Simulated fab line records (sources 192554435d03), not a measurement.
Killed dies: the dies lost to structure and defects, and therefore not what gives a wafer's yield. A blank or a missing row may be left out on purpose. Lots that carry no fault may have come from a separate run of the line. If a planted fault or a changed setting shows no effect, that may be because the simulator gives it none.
Comparing a struck lot with a sound one / flow n5Finfet / 16 out of 1938 route steps
Sound: wafers L866.3, L866.4, L866.5. The struck wafers were L872.1, L872.3, L872.5. The cause is named last.
Order at every step that has rows: each side's tool, ch and its chambers, its first start. Under that, the readings that differ: sound wafers / struck wafers / difference of the means / sigmas: that difference in standard deviations of wafers without a fault.
alike: a reading whose means differ by less than 2 such deviations, as well as words and numbers matching on both sides. not compared: withheld readings; readings where some wafer has no value; bounds like >300 that might hide an equal value; numbers whose values overlap and for which the record gives no deviation.
The two part at a step that has a row with sigmas, a row that says differs or no value, or rows on one side only. Numbers that have no deviation but don't overlap get no sigmas and don't part them. A reading missing from all wafers of one side parts the sides only when that side holds two or more wafers.

N5_GATE_CUT_STRIP_42: strips in O2.
  sound on rieDiel-05 ch 2,3, day 6 01:37; struck on rieDiel-06 ch 0,3, day 7 19:38
  alike: drypumpMotorCurrentA, oesProductAu, rfVppV, showerheadPlenumPTorr, throttleValvePct
  not compared: rfHoursCounterH
N5_GATE_CUT_ETCH_19: etches SiNx in CH3F/O2, target depth 53.7 nm, time 76.7 s.
  sound on rieDiel-05 ch 2,3, day 6 01:40; struck on rieDiel-06 ch 0,3, day 7 19:40
  alike: drypumpMotorCurrentA, etchRfOnTimeS, oes_ar_750_au, oes_f_703_au, oesProductAu, rfVppV, showerheadPlenumPTorr, throttleValvePct
  not compared: rfHoursCounterH
then, 5 steps without rows for these wafers: N5_GATE_CUT_CUT_ETCH_53 (etches W in SF6/Cl2, target depth 79.2 nm); N5_GATE_CUT_CUT_ETCH_54 (etches TiN in Cl2/BCl3, target depth 96.7 nm); N5_GATE_CUT_CUT_ETCH_55 (etches HfO2 in BCl3, target depth 3.2 nm); N5_GATE_CUT_ETCH_47 (etches SiO2 in Cl2/BCl3, target depth 10 nm); N5_GATE_CUT_VAPOR_ETCH_48 (etches TiN in BCl3/Cl2).
N5_GATE_CUT_VAPOR_ETCH_49: etches TiAlC in BCl3/Cl2.
  sound on rieMetal-01 ch 0,1, day 6 01:59; struck on rieMetal-02 ch 0, day 7 19:59
  alike: drypumpMotorCurrentA, oesProductAu
N5_GATE_CUT_VAPOR_ETCH_51: etches HfO2 in BCl3/Cl2.
  sound on rieMetal-01 ch 0,1, day 6 02:01; struck on rieMetal-02 ch 0, day 7 20:01
  alike: drypumpMotorCurrentA, oesProductAu
N5_GATE_CUT_STRIP_21: strips in N2/H2, time 30 s.
  sound on plasmaAsher-01 ch 0,1, day 6 02:05; struck on plasmaAsher-02 ch 0,1, day 7 20:04
  alike: drypumpMotorCurrentA, heaterPowerW
  not compared: rfHoursCounterH
then, 2 steps without rows for these wafers: N5_GATE_CUT_STRIP_29 (strips in post etch residue remover, time 60 s); N5_GATE_CUT_SRD_52 (time 30 s).
N5_GATE_CUT_ALD_22: deposits SiNx, target thk 16 nm, pulse time 1 s, ald cycles 320.
  sound on aldSin-03 ch 0,2, day 6 02:13; struck on aldSin-04 ch 0,2,3, day 7 20:14
reading=aldCycles; sound=320 320 320; struck=385 385 385; difference=+65; sigmas=
reading=model.SiNx_of_GATE_CUT_ALD_22.thkNm (nm); sound=16 16 16; struck=19.2 19.2 19.2; difference=+3.2; sigmas=
  alike: chamberPressureTorr, heaterPowerW, precursorPulseHeightRel
N5_GATE_CUT_CMP_23: polishes, stops on SiO2, t overpolish 23.4 s, target thk 16 nm.
  sound on cmp-01 ch 1,2,3, day 6 03:47; struck on cmp-01 ch 0,2,3, day 7 21:46
reading=timeToEndpointS (s); sound=20.0 20.4 22.1; struck=26.3 26.8 24.6; difference=+5.1; sigmas=+3
  alike: motorCurrentA, platenRpm
  not compared: model.SiNx_of_GATE_CUT_ALD_22.thkNm
N5_GATE_CUT_THK_MEAS_24:
  sound on filmMetro-02, day 6 04:00; struck on filmMetro-01, day 7 22:01
  alike: GC_FILL_THK
-- here the record skips 3 days between the struck wafers' starts before and after, leaving off in module GATE_CUT and picking up in module BEOL_M4 (first step shown: number 1111 of the route) --
N5_BEOL_M4_RC_MEAS_101:
  sound on prober-01 ch 0, day 9 11:58; struck on prober-02 ch 0, day 11 07:45
  alike: DIBL_N, DIBL_P, IOFF_N, IOFF_P, ION_N, ION_P, SS_N, SS_P, VT_N, VT_P

== WHERE THEY PART ==
Only at N5_GATE_CUT_CMP_23, as far as this record shows. Later steps at which nothing parts them and some readings are alike: N5_GATE_CUT_THK_MEAS_24, N5_BEOL_M4_RC_MEAS_101.

WHY: whatever the simulator had introduced
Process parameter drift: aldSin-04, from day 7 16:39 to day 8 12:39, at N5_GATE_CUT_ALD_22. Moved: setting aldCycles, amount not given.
